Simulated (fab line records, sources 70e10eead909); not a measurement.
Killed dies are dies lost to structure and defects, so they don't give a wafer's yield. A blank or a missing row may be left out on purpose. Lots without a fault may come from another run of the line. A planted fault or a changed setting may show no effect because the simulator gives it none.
Which tool did it? | flow nand_harc | 12 lots, 32 wafers sampled, at 6 steps of a route of 1302

WHAT THE GAUGES READ, wafer by wafer
NHARC_P_BONDPAD_THK_MEAS_20: measures by xrf. Usual: thk_nm 160.9 nm, standard deviation 1.4.
lot  | measured     | on            | thk_nm (nm)       | flag
L217 | day 6 19:00  | film_metro-02 | 160.9 160.8 159.9 |
L218 | day 7 03:11  | film_metro-01 | 159.0 160.5 158.6 |
L221 | day 8 11:44  | film_metro-02 | 159.9 161.8 158.3 |
L223 | day 9 15:17  | film_metro-02 | 158.6 159.2 159.1 |
L225 | day 10 05:08 | film_metro-01 | 159.0 159.1 158.9 |
L226 | day 10 15:29 | film_metro-01 | 162.2 159.5 161.3 |
L227 | day 11 00:26 | film_metro-01 | 162.5 163.1 160.6 |
L229 | day 12 01:26 | film_metro-02 | 161.5 160.5 158.3 |
L237 | day 15 02:11 | film_metro-01 | 161.4             |
L238 | day 15 19:02 | film_metro-01 | 161.4 161.6 162.3 |
L239 | day 15 22:00 | film_metro-01 | 160.9             |
L240 | day 16 13:01 | film_metro-01 | 162.5 162.3 158.7 |

NHARC_A_ONON_D1_INSPECT_32. Usual: raw_defect_count 73, standard deviation 26.
lot  | measured     | on                | raw_defect_count | flag
L217 | day 8 12:29  | defect_inspect-01 | 64 63 103        |
L218 | day 8 20:17  | defect_inspect-02 | 56 76 83         |
L221 | day 10 01:05 | defect_inspect-01 | 80 87 41         |
L223 | day 11 10:02 | defect_inspect-01 | 66 52 50         |
L225 | day 11 21:45 | defect_inspect-01 | 164 86 165       |
L226 | day 12 03:55 | defect_inspect-01 | 67 81 82         |
L227 | day 12 12:45 | defect_inspect-01 | 98 83 63         |
L229 | day 13 15:54 | defect_inspect-01 | 65 77 44         |
L237 | day 16 14:25 | defect_inspect-02 | 1111 1096        | OFF
L238 | day 17 08:37 | defect_inspect-02 | 82 54 51         |
L239 | day 17 08:32 | defect_inspect-01 | 969 972          | OFF
L240 | day 18 03:17 | defect_inspect-01 | 67 67 47         |

NHARC_END_SORT_01. Usual: killed_at_array 58, standard deviation 17; killed_at_other 1.0, standard deviation 1.4; killed_at_periphery 3.6, standard deviation 2.4; killed_dies 62, standard deviation 17; killed_open 3.4, standard deviation 2; killed_short 2.2, standard deviation 1.6.
lot  | measured     | on        | killed_at_array | killed_at_other | killed_at_periphery | killed_dies | killed_open | killed_short | flag
L237 | day 32 15:32 | prober-02 | 158             | 0               | 4                   | 162         | 5           | 3            | OFF
L238 | day 33 07:47 | prober-01 | 38 38 43        | 3 5 4           | 3 5 1               | 44 48 48    | 3 6 2       | 1 1 0        |
L239 | day 33 10:56 | prober-02 | 144             | 1               | 6                   | 151         | 2           | 4            | OFF

WHICH TOOL RAN EACH LOT (tool, then ch and the chambers of the sampled wafers, then the start)
lot  | NHARC_P_BONDPAD_ACTIVATE_29        | NHARC_A_ONON_D1_DEP_33          | NHARC_A_CHANNEL_HOLE_D1_ETCH_19
L217 | rie_diel-10 ch 0,3, day 6 19:16    | pecvd-02 ch 1,2, day 8 12:03    | har_etch-02 ch 0,1, day 8 17:13
L218 | rie_diel-10 ch 0,2,3, day 7 03:26  | pecvd-02 ch 0,1, day 8 19:54    | har_etch-02 ch 0, day 9 01:32
L221 | rie_diel-01 ch 0,1,3, day 8 12:03  | pecvd-02 ch 0,1, day 10 00:38   | har_etch-02 ch 0, day 10 06:43
L223 | rie_diel-10 ch 2,3, day 9 15:33    | pecvd-01 ch 0,1,2, day 11 09:33 | har_etch-02 ch 0,1, day 11 21:05
L225 | rie_diel-05 ch 0,1,3, day 10 05:27 | pecvd-01 ch 0,2, day 11 21:16   | har_etch-02 ch 0,1, day 12 05:26
L226 | rie_diel-10 ch 1,2, day 10 15:46   | pecvd-02 ch 1,2, day 12 03:23   | har_etch-01 ch 0,1, day 12 15:08
L227 | rie_diel-10 ch 0,2,3, day 11 00:43 | pecvd-01 ch 1,2, day 12 12:15   | har_etch-01 ch 0, day 12 19:17
L229 | rie_diel-01 ch 0,1,2, day 12 01:43 | pecvd-02 ch 0,1, day 13 15:29   | har_etch-02 ch 0,1, day 13 21:27
L237 | rie_diel-05 ch 3, day 15 02:31     | pecvd-02 ch 0, day 16 14:08     | har_etch-01 ch 0, day 17 04:05
L238 | rie_diel-10 ch 0,2,3, day 15 19:20 | pecvd-01 ch 0,1, day 17 08:10   | har_etch-01 ch 0,1, day 17 19:05
L239 | rie_diel-01 ch 1, day 15 22:18     | pecvd-02 ch 0, day 17 08:08     | har_etch-02 ch 1, day 18 02:27
L240 | rie_diel-05 ch 0,2,3, day 16 13:17 | pecvd-01 ch 0,1, day 18 02:49   | har_etch-01 ch 0,1, day 18 07:21
- NHARC_P_BONDPAD_ACTIVATE_29: chemistry N2, time 60 s.
- NHARC_A_ONON_D1_DEP_33: deposits SiO2, target thk 200 nm.
- NHARC_A_CHANNEL_HOLE_D1_ETCH_19: etches the open film in C4F8/O2/Ar, time 34.5 s.

WHAT THE TOOLS THEMSELVES READ (means of the sampled wafers that have a number; where no wafer has one, the mark that the record gives instead)
NHARC_P_BONDPAD_ACTIVATE_29. Usual: drypump_motor_current_A 5.8 A, standard deviation 0.35; oes_product_au 0.999 a.u., standard deviation 0.0094; rf_vpp_V 64.0 V, standard deviation 0.9; showerhead_plenum_p_Torr 1.73 Torr, standard deviation 0.077.
lot  | tool        | drypump_motor_current_A (A) | oes_product_au (a.u.) | rf_vpp_V (V) | showerhead_plenum_p_Torr (Torr) | flag
L217 | rie_diel-10 | 5.8                         | 0.999                 | 63.8         | 1.78                            |
L218 | rie_diel-10 | 5.8                         | 1.006                 | 63.8         | 1.72                            |
L221 | rie_diel-01 | 5.9                         | 1.004                 | 63.6         | 1.72                            |
L223 | rie_diel-10 | 5.7                         | 0.989                 | 63.7         | 1.66                            |
L225 | rie_diel-05 | 5.4                         | 1.000                 | 64.7         | 1.80                            |
L226 | rie_diel-10 | 6.0                         | 0.997                 | 63.7         | 1.69                            |
L227 | rie_diel-10 | 5.8                         | 1.002                 | 64.2         | 1.72                            |
L229 | rie_diel-01 | 5.7                         | 0.991                 | 63.7         | 1.68                            |
L237 | rie_diel-05 | 5.4                         | 0.996                 | 64.1         | 1.65                            |
L238 | rie_diel-10 | 5.8                         | 1.007                 | 63.7         | 1.72                            |
L239 | rie_diel-01 | 6.0                         | 1.022                 | 64.8         | 1.70                            |
L240 | rie_diel-05 | 5.5                         | 0.991                 | 64.1         | 1.75                            |

NHARC_A_ONON_D1_DEP_33. Usual: heater_power_w 557 W, standard deviation 88; susceptor_temp_C 400.01 C, standard deviation 0.25; throttle_valve_pct 15.7 %, standard deviation 0.54.
lot  | tool     | heater_power_w (W) | susceptor_temp_C (C) | throttle_valve_pct (%) | flag
L217 | pecvd-02 | 527                | 399.98               | 15.4                   |
L218 | pecvd-02 | 561                | 399.84               | 15.7                   |
L221 | pecvd-02 | 596                | 400.12               | 15.7                   |
L223 | pecvd-01 | 530                | 400.02               | 15.7                   |
L225 | pecvd-01 | 570                | 399.89               | 15.7                   |
L226 | pecvd-02 | 574                | 399.86               | 15.4                   |
L227 | pecvd-01 | 514                | 399.94               | 15.6                   |
L229 | pecvd-02 | 598                | 399.95               | 15.7                   |
L237 | pecvd-02 | 683                | 400.32               | 16.6                   |
L238 | pecvd-01 | 496                | 400.29               | 15.4                   |
L239 | pecvd-02 | 590                | 400.03               | 16.7                   |
L240 | pecvd-01 | 482                | 400.10               | 15.6                   |

NHARC_A_CHANNEL_HOLE_D1_ETCH_19. Usual: drypump_motor_current_A 5.6 A, standard deviation 0.33; oes_air_line_au 1.005 a.u., standard deviation 0.022; showerhead_plenum_p_Torr 3.66 Torr, standard deviation 0.11; throttle_valve_pct 37.037 %, standard deviation 0.011.
lot  | tool        | drypump_motor_current_A (A) | oes_air_line_au (a.u.) | showerhead_plenum_p_Torr (Torr) | throttle_valve_pct (%) | flag
L217 | har_etch-02 | 5.9                         | 1.023                  | 3.69                            | 37.047                 |
L218 | har_etch-02 | 6.2                         | 1.017                  | 3.77                            | 37.030                 |
L221 | har_etch-02 | 6.1                         | 0.998                  | 3.76                            | 37.032                 |
L223 | har_etch-02 | 5.7                         | 1.017                  | 3.58                            | 37.046                 |
L225 | har_etch-02 | 5.7                         | 0.999                  | 3.57                            | 37.043                 |
L226 | har_etch-01 | 5.4                         | 1.006                  | 3.71                            | 37.028                 |
L227 | har_etch-01 | 5.4                         | 0.991                  | 3.65                            | 37.038                 |
L229 | har_etch-02 | 5.6                         | 1.022                  | 3.56                            | 37.038                 |
L237 | har_etch-01 | 5.4                         | 0.974                  | 3.62                            | 37.054                 |
L238 | har_etch-01 | 5.4                         | 0.989                  | 3.64                            | 37.038                 |
L239 | har_etch-02 | 5.4                         | 0.995                  | 3.98                            | 37.048                 |
L240 | har_etch-01 | 5.4                         | 1.006                  | 3.64                            | 37.043                 |

THE ANSWER, worked out from the rows above alone
Rule: a lot is off if the mean of its wafers that have a number lies more than 3 standard deviations from the usual mean. A lot without any number at a reading at which 4 lots or more have one is off too. The other lots that the step has rows for count as sound. The gauges are gone through in route order, then the tools' own readings, and for those a lot's mean is taken as printed above. The first step at which some lot is off is used, and at that step the reading that is off furthest; a lot without a number counts as furthest.
Off: L237, L239, at NHARC_A_ONON_D1_INSPECT_32 (raw_defect_count).
A tool fits if, at a process step before that reading, it ran every lot that is off, and no sound lot after the first of them. The gauges at NHARC_A_ONON_D1_INSPECT_32 aren't tried: what is off there is off at NHARC_END_SORT_01 too, on other tools, and a gauge's error can't cause that. One fits: pecvd-02 at NHARC_A_ONON_D1_DEP_33. Its last sound lot is L229 (day 13 15:29), its first lot that is off L237 (day 16 14:08): a fault that began between those two fits.
The tool's own readings at NHARC_A_ONON_D1_DEP_33 bear it out: on the lots that are off they differ by more than 5 times the standard deviation of the sound lots' means. throttle_valve_pct reads 16.6 % there against 15.6 % on the sound lots.

WHAT THE SIMULATOR HAD PUT IN
Chamber particle source: pecvd-02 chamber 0, from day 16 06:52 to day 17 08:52, at NHARC_A_ONON_D1_DEP_33. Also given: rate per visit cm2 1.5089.
Lots struck among those shown: L237, L239. The rule above found the same.
